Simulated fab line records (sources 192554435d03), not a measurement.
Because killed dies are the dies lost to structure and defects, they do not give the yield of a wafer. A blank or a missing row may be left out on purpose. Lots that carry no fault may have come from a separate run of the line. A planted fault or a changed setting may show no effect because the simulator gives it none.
Which of the tools did it? ; flow n5 finfet ; Sampling: 15 lots, 41 wafers, 5 of 1938 route steps

WHAT THE GAUGES READ, wafer by wafer
N5_HKMG_FIN_INSPECT_28: inspects for defects (darkfield).
lot;measured;on;raw defect count
L430;day 4 07:59;defect inspect-01;23 22
L431;day 4 18:15;defect inspect-01;30 25 26
L433;day 5 01:43;defect inspect-01;36 30 37
L434;day 5 06:42;defect inspect-02;50 79 50
L435;day 5 13:37;defect inspect-01;67 76 47
L436;day 5 20:38;defect inspect-01;42 28 62
L437;day 6 02:32;defect inspect-02;33 78 32
L438;day 6 11:20;defect inspect-01;25 82 34
L439;day 6 14:05;defect inspect-02;34 35
L441;day 6 23:26;defect inspect-02;27 52 42
L443;day 7 14:43;defect inspect-02;39 49 50
L445;day 8 04:46;defect inspect-01;26 30 62
L446;day 8 07:13;defect inspect-02;35 74 47
L447;day 8 13:46;defect inspect-02;28 43
L451;day 9 12:29;defect inspect-01;40 29

N5_GATE_CUT_CD_MEAS_13: the cd target is 20 nm.
lot;measured;on;cd nm (nm)
L430;day 4 11:41;cd sem-03;19.93 19.61
L431;day 4 22:00;cd sem-01;20.02 19.93 19.53
L433;day 5 05:17;cd sem-01;20.55 20.21 20.37
L434;day 5 10:16;cd sem-02;19.77 19.98 19.87
L435;day 5 17:25;cd sem-01;19.84 20.03 20.07
L436;day 6 00:29;cd sem-03;20.64 20.26 20.00
L437;day 6 06:33;cd sem-01;20.43 20.76 20.35
L438;day 6 15:03;cd sem-02;20.34 19.63 20.10
L439;day 6 17:47;cd sem-03;19.93 19.93
L441;day 7 03:04;cd sem-03;17.77 17.70 17.67
L443;day 7 19:02;cd sem-02;18.24 17.95 18.47
L445;day 8 08:30;cd sem-02;18.63 18.95 18.91
L446;day 8 11:13;cd sem-01;20.34 19.79 20.35
L447;day 8 17:41;cd sem-02;20.33 19.92
L451;day 9 16:19;cd sem-01;19.87 19.87

N5_GATE_CUT_OVL_MEAS_14.
lot;measured;on;GATE_CUT_OVL (nm)
L430;day 4 11:44;overlay-02;-0.7 -1.0
L431;day 4 22:02;overlay-02;0.9 -0.7 -0.5
L433;day 5 05:19;overlay-01;-0.6 -0.5 -1.9
L434;day 5 10:19;overlay-01;-0.7 -1.4 -0.9
L435;day 5 17:28;overlay-01;-0.8 0.1 -0.7
L436;day 6 00:31;overlay-01;-0.5 -0.9 -0.6
L437;day 6 06:35;overlay-01;-0.1 0.0 -0.3
L438;day 6 15:05;overlay-01;0.1 -0.9 -1.6
L439;day 6 17:50;overlay-02;-0.7 -0.9
L441;day 7 03:05;overlay-02;1.3 1.6 0.3
L443;day 7 19:05;overlay-01;1.1 -0.2 1.4
L445;day 8 08:32;overlay-02;-0.8 -0.7 0.3
L446;day 8 11:14;overlay-01;-1.2 -1.4 -1.0
L447;day 8 17:43;overlay-01;0.2 0.3
L451;day 9 16:21;overlay-02;0.5 0.8

WHICH TOOL RAN EACH LOT (tool, then ch and the chambers of the sampled wafers, then the start)
lot;N5_GATE_CUT_ETCHBACK_30;N5_GATE_CUT_EXPOSE_10
L430;rie metal-01 ch 0, day 4 08:14;euv scanner-01 ch 0, day 4 11:34
L431;rie metal-02 ch 0,1, day 4 18:31;euv scanner-01 ch 0, day 4 21:52
L433;rie metal-01 ch 0,1, day 5 01:57;euv scanner-02 ch 0, day 5 05:10
L434;rie metal-02 ch 0,1, day 5 06:56;euv scanner-02 ch 0, day 5 10:08
L435;rie metal-01 ch 0,1, day 5 13:55;euv scanner-02 ch 0, day 5 17:18
L436;rie metal-01 ch 0, day 5 21:05;euv scanner-02 ch 0, day 6 00:20
L437;rie metal-01 ch 0, day 6 03:00;euv scanner-02 ch 0, day 6 06:26
L438;rie metal-03 ch 0,1, day 6 11:35;euv scanner-01 ch 0, day 6 14:55
L439;rie metal-01 ch 0,1, day 6 14:20;euv scanner-02 ch 0, day 6 17:40
L441;rie metal-01 ch 0,1, day 6 23:41;euv scanner-01 ch 0, day 7 02:56
L443;rie metal-03 ch 0, day 7 14:58;euv scanner-01 ch 0, day 7 18:55
L445;rie metal-01 ch 0, day 8 05:01;euv scanner-01 ch 0, day 8 08:23
L446;rie metal-03 ch 0,1, day 8 07:28;euv scanner-02 ch 0, day 8 11:05
L447;rie metal-01 ch 0,1, day 8 14:00;euv scanner-02 ch 0, day 8 17:33
L451;rie metal-01 ch 1, day 9 12:46;euv scanner-02 ch 0, day 9 16:11
- N5_GATE_CUT_ETCHBACK_30: etches TiN in Cl2/Ar, target depth 3 nm.
- N5_GATE_CUT_EXPOSE_10: exposes mask GATE CUT, target cd 20 nm.

WHAT THE TOOLS THEMSELVES READ (means of the sampled wafers that have a number; where no wafer has one, the mark that the record gives instead)
N5_GATE_CUT_ETCHBACK_30.
lot;tool;drypump motor current A (A);oes product au (a.u.);throttle valve pct (%)
L430;rie metal-01;5.40;0.93;21.09
L431;rie metal-02;5.45;0.61;21.15
L433;rie metal-01;5.68;0.70;21.39
L434;rie metal-02;5.44;0.60;21.15
L435;rie metal-01;5.67;0.70;21.40
L436;rie metal-01;5.40;0.91;21.10
L437;rie metal-01;5.39;0.90;21.10
L438;rie metal-03;5.83;0.67;21.25
L439;rie metal-01;5.62;0.96;21.24
L441;rie metal-01;5.67;0.95;21.30
L443;rie metal-03;5.99;0.61;21.38
L445;rie metal-01;5.40;0.88;21.10
L446;rie metal-03;5.64;0.70;21.12
L447;rie metal-01;5.63;0.92;21.26
L451;rie metal-01;5.83;0.94;21.43

N5_GATE_CUT_EXPOSE_10.
lot;tool;exposure dose mJ cm2
L430;euv scanner-01;43.22
L431;euv scanner-01;43.21
L433;euv scanner-02;43.24
L434;euv scanner-02;43.22
L435;euv scanner-02;43.21
L436;euv scanner-02;43.15
L437;euv scanner-02;43.20
L438;euv scanner-01;43.20
L439;euv scanner-02;43.22
L441;euv scanner-01;39.35
L443;euv scanner-01;40.16
L445;euv scanner-01;40.74
L446;euv scanner-02;43.30
L447;euv scanner-02;43.20
L451;euv scanner-02;43.25

THE ANSWER, worked out from the rows above alone
Rule: the lots themselves supply what counts as usual. Put in order of their means at a reading, lots are off if they are a third of the lots or fewer, leave a main group of 4 or more, and stand apart from it by a gap of 3 or more times the standard deviation of the main group's means; of several such gaps the widest counts. Not used: any main group whose means are identical at the precision the tables above print for the reading. A lot without any number at a reading at which 4 lots or more have one is off too. Where the step has rows for the other lots, those lots are counted as sound. Order of review: gauges by route order, followed by the tools' own readings, for which a lot's mean as printed above is used. The first step at which some lot is off is used, and at that step the reading that is off furthest; a lot without a number counts as furthest.
Off: L441, L443, L445, at N5_GATE_CUT_CD_MEAS_13 (cd nm). For the main group the mean is 20.06 nm and the standard deviation 0.23.
A tool fits if, at a process step before that reading, it ran every lot that is off, and no sound lot after the first of them. The gauges at N5_GATE_CUT_CD_MEAS_13 aren't tried: what is off there is off at N5_GATE_CUT_EXPOSE_10 too, on other tools, and a gauge's error can't cause that. One fits: N5_GATE_CUT_EXPOSE_10 on euv scanner-01. A fault onset in the window from L438 (day 6 14:55, its last sound lot) to L441 (day 7 02:56, its first lot off) fits.
On the lots that are off, the tool's own readings at N5_GATE_CUT_EXPOSE_10 differ by more than 5 times the standard deviation of the sound lots' means, which bears it out; exposure dose mJ cm2 reads 40.08 there versus 43.22 on the sound lots.

WHAT THE SIMULATOR HAD PUT IN
Process parameters drifting: euv scanner-01 at N5_GATE_CUT_EXPOSE_10, beginning at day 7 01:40. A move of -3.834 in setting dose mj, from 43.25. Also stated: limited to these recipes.
Lots struck among those shown: L441, L443, L445. The same result came from the rule above.
